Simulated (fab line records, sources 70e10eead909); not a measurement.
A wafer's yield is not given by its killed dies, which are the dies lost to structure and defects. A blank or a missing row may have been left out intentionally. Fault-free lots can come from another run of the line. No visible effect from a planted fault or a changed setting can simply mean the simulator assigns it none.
Comparing a struck lot with a sound one | flow nandHarc | 15 steps out of a route of 1302
Sound: the wafers L450.1, L450.4, L450.5. Struck: wafers L459.1, L459.5. (L459.2 of the same lot was not struck and is left out.) The cause comes at the end.
At each step with rows: each side's tool, then ch and its chambers, then its first start. Under that, the readings that differ: sound wafers | struck wafers | difference of the means | sigmas: that difference in standard deviations of wafers without a fault.
alike: same words and numbers on both sides, and readings whose means sit less than 2 such deviations apart. not compared: any withheld reading, any reading some wafer has no value for, any bound like >300 that may hide the same value, and any number with overlapping values for which the record gives no deviation.
The two part at a step that has a row with sigmas, a row that says differs or no value, or rows on one side only. Numbers that have no deviation but don't overlap get no sigmas and don't part them. A reading that every wafer of one side lacks parts them only if that side has two wafers or more.

first, 7 steps without rows for these wafers: NHARC_A_SLIT_HMDS_02 (time 30 s); NHARC_A_SLIT_COAT_03 (resist thk 90 nm); NHARC_A_SLIT_SOFTBAKE_04 (time 55 s); NHARC_A_SLIT_EBR_05; NHARC_A_SLIT_EXPOSE_06 (exposes mask SLIT); NHARC_A_SLIT_PEB_07 (peb time 65 s); NHARC_A_SLIT_DEVELOP_08 (develop time 35 s).
NHARC_A_SLIT_CD_MEAS_09: the cd target is 300 nm.
  sound on cdSem-01 ch 0, day 20 04:21; struck on cdSem-02 ch 0, day 24 09:36
  alike: cdNm
NHARC_A_SLIT_OVL_MEAS_10:
  sound on overlay-02 at day 20 04:26; struck on overlay-01 at day 24 09:41
  alike: overlayXNm, overlayYNm
NHARC_A_SLIT_INSPECT_11:
  sound on defectInspect-01 at day 20 04:28; struck on defectInspect-01 at day 24 09:44
  alike: rawDefectCount
NHARC_A_SLIT_DESCUM_14: chemistry O2, time 3 s.
  sound on rieDiel-10 ch 0,2, day 20 04:32; struck on rieDiel-10 ch 0,1, day 24 09:47
  alike: drypumpMotorCurrentA, oesProductAu, rfVppV, showerheadPlenumPTorr, throttleValvePct
  not compared: rfHoursCounterH
NHARC_A_SLIT_ETCH_24: etches the open film in CF4/CHF3, target depth 121 nm, time 60.5 s.
  sound on rieDiel-10 ch 0,1,2, day 20 04:37; struck on rieDiel-10 ch 2,3, day 24 09:52
reading              | sound                | struck        | difference | sigmas
throttleValvePct (%) | 16.784 16.805 16.797 | 16.821 16.805 | +0.018     | +2
  alike: chf3FlowSccm, drypumpMotorCurrentA, oesProductAu, rfFwdPowerW, rfVppV, runLengthS, showerheadPlenumPTorr
  not compared: rfHoursCounterH
NHARC_A_SLIT_ETCH_15: etches the open film in O2/COS, target depth 6200 nm, time 1612 s.
  sound on rieDiel-10 ch 2,3, day 20 04:43; struck on rieDiel-10 ch 0, day 24 09:58
reading                      | sound                  | struck        | difference                    | sigmas
rfFwdPowerW (W)              | 501.7 501.0 501.1      | - -           | no value on the struck wafers | 
rfVppV (V)                   | 315.6 317.8 316.7      | 310.4 312.1   | -5.4                          | -3
runLengthS (s)               | 1633.9 1633.4 1633.8   | 1071.1 1071.0 | -562.7                        | -99 or more
showerheadPlenumPTorr (Torr) | 3.27 3.27 3.27         | 2.93 2.93     | -0.34                         | -3
model.A_SLIT.cdOffsetNm (nm) | 0.2189 -0.1343 -0.3084 | -5.981 -6.692 | -6.262                        | 
  alike: drypumpMotorCurrentA, oesProductAu, throttleValvePct
  not compared: rfHoursCounterH
NHARC_A_SLIT_ETCH_17: etches the open film in C4F8/O2/Ar, time 4254.5 s, target depth 20300 nm.
  sound on harEtch-02 ch 0,1, day 20 06:23; struck on harEtch-01 ch 1, day 24 11:02
reading                  | sound       | struck  | difference | sigmas
drypumpMotorCurrentA (A) | 5.2 5.1 5.8 | 6.8 6.8 | +1.4       | +2
  alike: showerheadPlenumPTorr, throttleValvePct
  not compared: rfHoursCounterH, runLengthS
-- jump in the record: it breaks off in module A_SLIT and resumes in module END (first step shown: number 1302 of the route), and 5 days separate the struck wafers' starts before and after --
NHARC_END_SORT_01:
  the record has rows for the struck wafers here (prober-02 ch 0, day 29 01:23) and none for the sound ones

## WHERE THEY PART
Last at NHARC_END_SORT_01 as far as this record goes, first at NHARC_A_SLIT_ETCH_24.

WHY: what had been put in by the simulator
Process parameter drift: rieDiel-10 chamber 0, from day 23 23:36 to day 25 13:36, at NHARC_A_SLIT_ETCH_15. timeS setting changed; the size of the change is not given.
